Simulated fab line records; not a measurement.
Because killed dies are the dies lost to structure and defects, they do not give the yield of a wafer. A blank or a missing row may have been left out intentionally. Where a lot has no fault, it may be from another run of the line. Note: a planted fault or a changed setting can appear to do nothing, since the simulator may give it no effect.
Chamber matching + flow n5-finfet + rie-diel-06 running N5_SDB_STRIP_21: 4 sister chambers
The step strips in CF4. 4 wafers are shown with their chamber, then 7 later ones without.

== EACH WAFER AND ITS CHAMBER ==
| wafer  | chamber | showerhead-plenum-p-Torr (Torr) |
|--------|---------|---------------------------------|
| L085.6 | 3       | 1.79                            |
| L086.6 | 1       | 1.83                            |
| L089.1 | 0       | 1.77                            |
| L089.2 | 2       | 1.76                            |

== WAFERS MISSING THEIR CHAMBER ==
| wafer  | showerhead-plenum-p-Torr (Torr) |
|--------|---------------------------------|
| L089.6 | 1.76                            |
| L096.3 | 1.78                            |
| L096.4 | 1.75                            |
| L096.5 | 1.75                            |
| L097.2 | 1.83                            |
| L097.4 | 1.76                            |
| L097.5 | 1.83                            |

== CHAMBER TAKEN BY EACH ==
| wafer  | from the rows above          | in truth |
|--------|------------------------------|----------|
| L089.6 | can't be placed: 2 or 0      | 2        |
| L096.3 | can't be placed: 0 or 3 or 2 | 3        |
| L096.4 | can't be placed: 2 or 0      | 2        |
| L096.5 | can't be placed: 2 or 0      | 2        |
| L097.2 | 1                            | 1        |
| L097.4 | can't be placed: 2 or 0      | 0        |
| L097.5 | 1                            | 1        |
2 of 7 placed correctly. These rows do not allow placing 5 (true chamber among the candidates in 5). Wrongly placed: 0.
How it was worked out, from the rows above alone: a wafer's distance from a chamber is the root of the sum, over the readings, of the square of ((its reading less the chamber's mean) divided by the reading's scatter). The wafer belongs to the nearest chamber; if the next one is less than 2 further off, it can't be placed. The mean given for a chamber averages the wafers shown for that chamber. The scatter: root of mean squared gap, hidden wafer to nearest shown wafer, with one shown wafer a chamber.
